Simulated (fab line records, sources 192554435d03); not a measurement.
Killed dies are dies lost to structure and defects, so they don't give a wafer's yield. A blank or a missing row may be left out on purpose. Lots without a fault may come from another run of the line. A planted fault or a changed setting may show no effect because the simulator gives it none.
Split-lot experiment | flow n5_finfet | 7 lots, 36 wafers read, on a route of 1938 steps

THE SPLIT
At N5_BEOL_M9_TRENCH_ETCH_37 (etches SiCOH lowk in C4F6/O2, target depth 151.43 nm, time 49 s), the setting target_depth_a was moved away from the recipe's 1514.3 angstrom on 14 of the 36 wafers read, by -43.3% to +44.8%. The other wafers ran this setting at the recipe's value.

FROM THE SPLIT TO THE READING: what the file shows between them, 11 steps
- N5_BEOL_M9_ETCH_41: etches SiCN in CH3F/O2, target depth 36.6 nm, time 70.1 s
- N5_BEOL_M9_STRIP_80: strips in N2/H2, time 10 s
- N5_BEOL_M9_OCD_MEAS_38
- N5_BEOL_M9_HM_STRIP_39: strips TiN in peroxide tin strip, target depth 25 nm, time 158 s
- N5_BEOL_M9_SRD_40: time 30 s
- N5_BEOL_M9_ECD_50: material Cu, target thk 318 nm
- N5_BEOL_M9_ANNEAL_51: time 90 s
- N5_BEOL_M9_CMP_52: polishes, stops on SiCOH lowk, t overpolish 7 s, target thk 140 nm
- N5_BEOL_M9_THK_MEAS_53: measures by xrf
- N5_BEOL_M9_PRE_CLEAN_55: time 15 s
- N5_BEOL_M9_DEP_56: deposits SiCN from 3MS/NH3, target thk 15 nm, time 26.5 s

THE READING
M9_RS, in ohm/sq, at N5_BEOL_M9_RS_MEAS_57 (measures by four-point-probe). Fault-free wafers of this fab line usually give 0.151 ohm/sq, standard deviation 0.0047 ohm/sq.

wafer  | tool, chamber at the split | target_depth_a as run, angstrom | against the recipe | M9_RS, ohm/sq | against lot-mates on the recipe
L074.1 | rie_diel-05, 3             | 1514.3                          | recipe             | 0.162         | -
L074.3 | rie_diel-05, 0             | 1514.3                          | recipe             | 0.153         | -
L074.4 | rie_diel-05, 1             | 1514.3                          | recipe             | 0.158         | -
L076.2 | rie_diel-04, 3             | 1514.3                          | recipe             | 0.142         | -
L076.5 | rie_diel-04, 0             | 1870                            | +23.5%             | 0.118         | -0.024
L076.6 | rie_diel-04, 3             | 1870                            | +23.5%             | 0.110         | -0.032
L090.1 | rie_diel-01, 0             | 1194                            | -21.2%             | 0.206         | +0.051
L090.2 | rie_diel-01, 3             | 1514.3                          | recipe             | 0.155         | -
L090.3 | rie_diel-01, 1             | 1194                            | -21.2%             | 0.208         | +0.053
L090.4 | rie_diel-01, 2             | 1194                            | -21.2%             | 0.204         | +0.049
L090.5 | rie_diel-01, 3             | 1514.3                          | recipe             | 0.155         | -
L090.6 | rie_diel-01, 0             | 1514.3                          | recipe             | 0.154         | -
L092.1 | rie_diel-05, 2             | 1514.3                          | recipe             | 0.156         | -
L092.2 | rie_diel-05, 3             | 1514.3                          | recipe             | 0.161         | -
L092.3 | rie_diel-05, 0             | 1514.3                          | recipe             | 0.148         | -
L092.4 | rie_diel-05, 1             | 1514.3                          | recipe             | 0.154         | -
L092.5 | rie_diel-05, 2             | 1514.3                          | recipe             | 0.152         | -
L092.6 | rie_diel-05, 3             | 1514.3                          | recipe             | 0.161         | -
L093.1 | rie_diel-04, 3             | 1760                            | +16.2%             | 0.123         | -0.025
L093.2 | rie_diel-04, 2             | 1514.3                          | recipe             | 0.150         | -
L093.3 | rie_diel-04, 1             | 1514.3                          | recipe             | 0.146         | -
L093.4 | rie_diel-04, 0             | 1760                            | +16.2%             | 0.129         | -0.019
L093.5 | rie_diel-04, 3             | 1760                            | +16.2%             | 0.125         | -0.023
L093.6 | rie_diel-04, 2             | 1514.3                          | recipe             | 0.147         | -
L097.1 | rie_diel-01, 2             | 2193                            | +44.8%             | 0.096         | -0.059
L097.2 | rie_diel-01, 0             | 2193                            | +44.8%             | 0.102         | -0.053
L097.3 | rie_diel-01, 1             | 2193                            | +44.8%             | 0.102         | -0.053
L097.4 | rie_diel-01, 2             | 1514.3                          | recipe             | 0.151         | -
L097.5 | rie_diel-01, 1             | 1514.3                          | recipe             | 0.158         | -
L097.6 | rie_diel-01, 0             | 1514.3                          | recipe             | 0.156         | -
L096.1 | rie_diel-04, 2             | 859.2                           | -43.3%             | 0.297         | +0.148
L096.2 | rie_diel-04, 3             | 859.2                           | -43.3%             | 0.297         | +0.148
L096.3 | rie_diel-04, 1             | 1514.3                          | recipe             | 0.143         | -
L096.4 | rie_diel-04, 0             | 1514.3                          | recipe             | 0.155         | -
L096.5 | rie_diel-04, 2             | 859.2                           | -43.3%             | 0.298         | +0.149
L096.6 | rie_diel-04, 3             | 1514.3                          | recipe             | 0.148         | -

THE FIT
A straight line over all 36 wafers: M9_RS changes by -0.0022 ohm/sq for each +1% of target_depth_a; r = -0.93; the points scatter about the line by 0.018 ohm/sq.
The same after taking each lot's own level away (the mean of its wafers on the recipe; 36 wafers): -0.0022 ohm/sq for each +1%; r = -0.93; scatter 0.019 ohm/sq.
On that fit, the largest move of target_depth_a shifts the reading by 0.099 ohm/sq.
The lots' own levels span 0.1420 to 0.1577 ohm/sq, that is 3.3 times the standard deviation above.
So the lot-to-lot level changes the slope little: the two slopes agree.
Check: with one of the wafers moved furthest among these (+44.8%) left out of the fit, the line predicts -0.093 ohm/sq for it against its lot-mates. It came out at -0.059 ohm/sq against them.

THE WHOLE CHAIN: every reading that the file lists as answering this split, in the file's order
step                      | what it does                                                       | reading                                                                          | change (the file's fit)                | r (the file's)
N5_BEOL_M9_TRENCH_ETCH_37 | etches SiCOH lowk in C4F6/O2, target depth 151.43 nm, time 49 s    | BEOL_M9.feature_depth_nm (the simulator's own value, which no gauge read)        | +1.48 nm for each +1% of the setting   | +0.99
N5_BEOL_M9_TRENCH_ETCH_37 | etches SiCOH lowk in C4F6/O2, target depth 151.43 nm, time 49 s    | etch.depth_nm (the simulator's own value, which no gauge read)                   | +1.48 nm for each +1% of the setting   | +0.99
N5_BEOL_M9_TRENCH_ETCH_37 | etches SiCOH lowk in C4F6/O2, target depth 151.43 nm, time 49 s    | TiN_of_BEOL_M9_HM_DEP_02.thk_nm (the simulator's own value, which no gauge read) | -0.0394 nm for each +1% of the setting | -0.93
N5_BEOL_M9_OCD_MEAS_38    |                                                                    | trench_depth_nm                                                                  | +1.48 nm for each +1% of the setting   | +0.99
N5_BEOL_M9_CMP_52         | polishes, stops on SiCOH lowk, t overpolish 7 s, target thk 140 nm | Cu_of_BEOL_M9_ECD_50.thk_nm (the simulator's own value, which no gauge read)     | +1.48 nm for each +1% of the setting   | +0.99
N5_BEOL_M9_THK_MEAS_53    | measures by xrf                                                    | M9_THK                                                                           | +1.52 for each +1% of the setting      | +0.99
N5_BEOL_M9_RS_MEAS_57     | measures by four-point-probe                                       | M9_RS                                                                            | -0.0022 for each +1% of the setting    | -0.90

THE FILE'S OWN FIT
M9_RS changes by -0.0022 ohm/sq for each +1% of target_depth_a, r = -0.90.
